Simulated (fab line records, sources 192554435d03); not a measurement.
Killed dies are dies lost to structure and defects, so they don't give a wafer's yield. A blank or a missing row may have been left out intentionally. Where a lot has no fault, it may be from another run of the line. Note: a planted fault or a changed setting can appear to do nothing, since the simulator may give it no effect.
Split-lot study ; flow n5Finfet ; route with 1938 steps; 7 lots, 21 wafers read

== SPLIT DETAILS ==
At N5_BEOL_M11_COAT_59 (time 60 s, resist thk 100 nm), the setting spinRpm was moved away from the recipe's 1500 rpm on 4 of the 21 wafers read, by -10.3% to +9.9%. All remaining wafers had this setting at the recipe value.

== FROM THE SPLIT TO THE READING: what the file shows between them, 7 steps ==
- N5_BEOL_M11_COAT_60: time 60 s, resist thk 30 nm
- N5_BEOL_M11_COAT_05: resist thk 90 nm
- N5_BEOL_M11_DESCUM_16: chemistry O2, time 7.9 s
- N5_BEOL_M11_ETCH_61: etches SiARC in CF4, target depth 39 nm, time 65 s
- N5_BEOL_M11_ETCH_62: etches SOC in N2/H2, target depth 110 nm, overetch 22 nm, time 165 s
- N5_BEOL_M11_STRIP_68: strips in N2/H2
- N5_BEOL_M11_STRIP_67: strips in CF4

== THE READING ==
SOC_of_BEOL_M11_COAT_59.thkNm (the simulator's own value, which no gauge read), in nm, at N5_BEOL_M11_HM_OPEN_17 (chemistry Cl2/BCl3, target TiN, target depth 20 nm, overetch 6 nm). The file does not state a usual value for it. The 17 wafers here that ran the recipe average 92.0 nm, standard deviation 0.2 nm.

wafer;tool, chamber at the split;spinRpm as run, rpm;against the recipe;SOC_of_BEOL_M11_COAT_59.thkNm, nm;against lot-mates on the recipe
L075.2;lithoTrack-02, 0;1368;-8.8%;96.6;+4.5
L075.5;lithoTrack-02, 0;1500;recipe;92.2;-
L075.6;lithoTrack-02, 0;1500;recipe;92;-
L080.1;lithoTrack-02, 0;1500;recipe;92.2;-
L080.2;lithoTrack-02, 0;1500;recipe;92.2;-
L080.3;lithoTrack-02, 0;1500;recipe;92.2;-
L083.1;lithoTrack-05, 0;1396;-6.9%;95.2;+3.4
L083.4;lithoTrack-05, 0;1500;recipe;92;-
L083.6;lithoTrack-05, 0;1500;recipe;91.6;-
L088.1;lithoTrack-03, 0;1500;recipe;92.2;-
L088.5;lithoTrack-03, 0;1500;recipe;92.2;-
L088.4;lithoTrack-03, 0;1500;recipe;91.6;-
L086.2;lithoTrack-02, 0;1500;recipe;92;-
L086.3;lithoTrack-02, 0;1345;-10.3%;97.6;+5.5
L086.4;lithoTrack-02, 0;1500;recipe;92.2;-
L087.2;lithoTrack-05, 0;1500;recipe;91.8;-
L087.4;lithoTrack-05, 0;1500;recipe;91.8;-
L087.3;lithoTrack-05, 0;1649;+9.9%;87.6;-4.2
L096.2;lithoTrack-05, 0;1500;recipe;92;-
L096.4;lithoTrack-05, 0;1500;recipe;92;-
L096.6;lithoTrack-05, 0;1500;recipe;92;-

THE FIT
A straight line over all 21 wafers: SOC_of_BEOL_M11_COAT_59.thkNm changes by -0.493 nm for each +1% of spinRpm; r = -0.99; the points scatter about the line by 0.25 nm.
The same after taking each lot's own level away (the mean of its wafers on the recipe; 21 wafers): -0.485 nm for each +1%; r = -0.99; scatter 0.22 nm.
The reading moves by 5 nm for the largest change in spinRpm, on that fit.
Measured against the standard deviation above, the lots' own levels, which go from 91.80 to 92.20 nm, span 2.0 times it.
The two slopes agree, so the slope changes little with the lot-to-lot level.
Check: for one of the wafers moved furthest among these (-10.3%), held out of the fit, the line's prediction against its lot-mates is +4.87 nm. It came out at +5.5 nm against them.

== THESE WAFERS: OTHER SPLITS ==
Before the reading, these wafers also passed through other splits. Each is held against what the fit with the lots' levels taken away leaves over:
other split on the same wafers;wafers away from the commonest value;r with SOC_of_BEOL_M11_COAT_59.thkNm (lot level and that fit taken away)
N5_BEOL_M10_COAT_64 spinRpm;7;-0.13
N5_BEOL_M10_PEB_26 pebTimeS;9;-0.15

== THE WHOLE CHAIN: every reading that the file lists as answering this split, in the file's order ==
step;what it does;reading;change (the file's fit);r (the file's)
N5_BEOL_M11_COAT_59;time 60 s, resist thk 100 nm;SOC_of_BEOL_M11_COAT_59.thkNm (the simulator's own value, which no gauge read);-0.505 nm for each +1% of the setting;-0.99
N5_BEOL_M11_ETCH_62;etches SOC in N2/H2, target depth 110 nm, overetch 22 nm, time 165 s;etch.depthNm (the simulator's own value, which no gauge read);-0.505 nm for each +1% of the setting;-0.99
N5_BEOL_M11_HM_OPEN_17;chemistry Cl2/BCl3, target TiN, target depth 20 nm, overetch 6 nm;SOC_of_BEOL_M11_COAT_59.thkNm (the simulator's own value, which no gauge read);-0.489 nm for each +1% of the setting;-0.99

== FILE'S OWN FIT ==
SOC_of_BEOL_M11_COAT_59.thkNm changes by -0.489 nm for each +1% of spinRpm, r = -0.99.
